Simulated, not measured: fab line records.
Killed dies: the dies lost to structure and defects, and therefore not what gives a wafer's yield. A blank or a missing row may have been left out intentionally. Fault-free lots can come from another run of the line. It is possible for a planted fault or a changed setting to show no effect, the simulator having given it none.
Problem report in the 8D (eight disciplines) form, filled by code -- flow nand-harc -- the parts of the form that need people (team, actions taken, sign-off) are left out

## 1. WHAT IS WRONG
Wafers without a fault read 14, standard deviation 5.8; raw-defect-count at NHARC_P_ZERO_WELL_INSPECT_43 reads a mean of 262 on 2 wafers belonging to 2 lots. Relative to the usual mean, that is a shift of +43 standard deviations.
First seen on wafer L313.5, day 2 19:47, on defect-inspect-02. Wafers with a number at this step in the record: 33, from 11 lots. The rule behind "out" and "out of limits": a value lying over 4 standard deviations away from the usual mean. All remaining wafers that have a number are taken as sound.

## 2. WHAT IT IS, WHAT IT ISN'T
question,is,is not
which readings at this step,raw-defect-count,-
which lots,"L313, L314","L309, L323, L326, L327, L328, L329, L330, L331, L332"
which wafers of those lots,"L313.5, L314.6","L313.3, L313.6, L314.2, L314.3"
read on which gauges,"defect-inspect-01, defect-inspect-02",-
when,from day 2 19:47,"up to then (5 sound wafers); but 26 sound wafers of L314, L323, L326, L327, L328, L329, L330, L331, L332 came after"

## 3. THE SUSPECTS, EACH WITH WHAT RULES IT OUT
Counting: a tool at a process step up to the reading stays a suspect if it ran every lot that is out. Sound lots after the first of them don't rule it out here, since some wafers of a struck lot are sound.
- the gauge at NHARC_P_ZERO_WELL_INSPECT_43 has been ruled out. The wafers that are out were read on 2 gauges (defect-inspect-01, defect-inspect-02).
- rie-si-04 at NHARC_P_ZERO_WELL_ETCH_63 (etches the open film in HBr/Cl2, target depth 120 nm, time 40.1 s): kept. It ran every lot that is out, first L313 (day 2 13:40).
- rie-diel-01 at NHARC_P_ZERO_WELL_DESCUM_39 (chemistry O2, time 3 s): kept. It ran every lot that is out, first L313 (day 2 16:26).
- rtp-anneal-01 at NHARC_P_ZERO_WELL_RTA_42 (time 300 s): kept. Every lot that is out went through it, the first being L313 (day 2 19:20); the last sound lot it ran before that was L309 (day 1 18:59).
- In rie-si-04 at NHARC_P_ZERO_WELL_ETCH_63, the wafers that are out were processed in chamber 2 and their sound lot-mates in chambers 1, 3.
The count leaves rie-si-04 at NHARC_P_ZERO_WELL_ETCH_63, rie-diel-01 at NHARC_P_ZERO_WELL_DESCUM_39, and rtp-anneal-01 at NHARC_P_ZERO_WELL_RTA_42.

## 4. THE CAUSE (what the simulator had put in)
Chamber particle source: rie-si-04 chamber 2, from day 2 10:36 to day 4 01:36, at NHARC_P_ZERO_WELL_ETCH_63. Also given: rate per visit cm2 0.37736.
Of the 3 suspects that counting leaves, this tool is one.

## 5. THE EFFECT CHAIN, in route order
Each row: a reading whose mean over the struck wafers that have a number lies more than 3 standard deviations from the usual. Readings are gone through only where the record gives a usual standard deviation; hours: the median, over the lots, of the time from a lot's start at the first step in this table giving one to that lot's start at this step; sigmas: the change measured in usual standard deviations.
hours,step,reading,usual,on struck wafers,change,sigmas
0,NHARC_P_ZERO_WELL_INSPECT_43,raw-defect-count,14,262,+248,+43
15,NHARC_P_STI_INSPECT_11,raw-defect-count,5.3,253.5,+248.2,+89
415,NHARC_END_SORT_01,killed-at-periphery,2.9,35.5,+32.6,+19

## 6. WHAT WOULD HAVE CAUGHT IT SOONER
9 hours passed between the start of the fault at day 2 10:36 and the first reading out of limits at a measuring or inspecting step in this record, taken at day 2 19:47.
Tool readings at NHARC_P_ZERO_WELL_ETCH_63 with a usual standard deviation given in the record: none out on any struck wafer, hence no alarm at a limit of 4 standard deviations on them.
All the lots that are out (2) had begun NHARC_P_ZERO_WELL_ETCH_63 on rie-si-04 by day 2 19:47. Holding the tool at that point would not have protected any of them.
